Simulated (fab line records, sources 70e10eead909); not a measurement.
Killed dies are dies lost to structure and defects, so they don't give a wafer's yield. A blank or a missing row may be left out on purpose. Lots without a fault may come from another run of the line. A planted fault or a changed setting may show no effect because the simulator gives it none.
A struck lot beside a sound one | flow nand_harc | 14 steps out of a route of 1159
Sound: wafers L581.1, L581.5, L581.6. Struck: wafer L602.3. (L602.5, L602.6 of the same lot were not struck and are left out.) The cause comes at the end.
At each step with rows: each side's tool, then ch and its chambers, then its first start. Under that, the readings that differ: sound wafers | struck wafers | difference of the means | sigmas: that difference in standard deviations of wafers without a fault.
alike: readings whose means differ by less than 2 such deviations, and words and numbers that are the same on both sides. not compared: withheld readings, readings that some wafer has no value for, bounds like >300 that may hide the same value, and numbers for which the record gives no deviation and whose values overlap.
The two part at a step that has a row with sigmas, a row that says differs or no value, or rows on one side only. Numbers that don't overlap but have no deviation are shown without sigmas and don't part them. A reading that every wafer of one side lacks parts them only if that side has two wafers or more.

first, 7 steps without rows for these wafers: NHARC_A_BONDPAD_COAT_33 (time 65 s); NHARC_A_BONDPAD_COAT_03 (resist thk 600 nm); NHARC_A_BONDPAD_SOFTBAKE_04 (time 70 s); NHARC_A_BONDPAD_EBR_05; NHARC_A_BONDPAD_EXPOSE_06 (exposes mask A BPAD); NHARC_A_BONDPAD_PEB_07 (peb time 80 s); NHARC_A_BONDPAD_DEVELOP_08 (time 50 s).
NHARC_A_BONDPAD_CD_MEAS_09: target cd 500 nm.
  sound on cd_sem-02 ch 0, day 18 03:33; struck on cd_sem-02 ch 0, day 23 11:56
  alike: cd_nm
NHARC_A_BONDPAD_OVL_MEAS_35:
  sound on overlay-01, day 18 03:38; struck on overlay-02, day 23 12:01
  reading           | sound    | struck | difference | sigmas
  overlay_x_nm (nm) | -4 -4 -4 | 10     | +14        | +2
  alike: overlay_y_nm
then, 1 step without rows for these wafers: NHARC_A_BONDPAD_HARDBAKE_10 (time 65 s).
NHARC_A_BONDPAD_DESCUM_11: chemistry O2, time 3 s.
  sound on rie_diel-13 ch 0,3, day 18 03:46; struck on rie_diel-11 ch 2, day 23 12:10
  alike: drypump_motor_current_A, oes_product_au, rf_vpp_V, showerhead_plenum_p_Torr, throttle_valve_pct
  not compared: rf_hours_counter_h
NHARC_A_BONDPAD_ETCH_34: etches the open film in N2/H2, target depth 60 nm, overetch 18 nm, time 65.91 s.
  sound on rie_diel-13 ch 2,3, day 18 03:51; struck on rie_diel-11 ch 1, day 23 12:15
  alike: drypump_motor_current_A, oes_product_au, rf_vpp_V, run_length_s, showerhead_plenum_p_Torr, throttle_valve_pct
  not compared: rf_hours_counter_h
NHARC_A_BONDPAD_ETCH_12: etches the open film in CHF3/O2, target depth 220 nm, time 110 s.
  sound on rie_diel-13 ch 2,3, day 18 03:57; struck on rie_diel-11 ch 1, day 23 12:19
  reading               | sound             | struck | difference | sigmas
  oes_product_au (a.u.) | 0.937 0.933 0.936 | 0.985  | +0.050     | +2
  run_length_s (s)      | 131.9 131.6 131.2 | 124.6  | -7.0       | -16
  alike: chf3_flow_sccm, drypump_motor_current_A, rf_vpp_V, showerhead_plenum_p_Torr, throttle_valve_pct
  not compared: rf_hours_counter_h
NHARC_A_BONDPAD_CD_MEAS_13:
  sound on cd_sem-01, day 18 04:05; struck on cd_sem-01, day 23 12:28
  alike: cd_nm

WHERE THEY PART
First at NHARC_A_BONDPAD_OVL_MEAS_35; last, within this record, at NHARC_A_BONDPAD_ETCH_12. Later steps at which nothing parts them and some readings are alike: NHARC_A_BONDPAD_CD_MEAS_13.

WHY: what the simulator had put in
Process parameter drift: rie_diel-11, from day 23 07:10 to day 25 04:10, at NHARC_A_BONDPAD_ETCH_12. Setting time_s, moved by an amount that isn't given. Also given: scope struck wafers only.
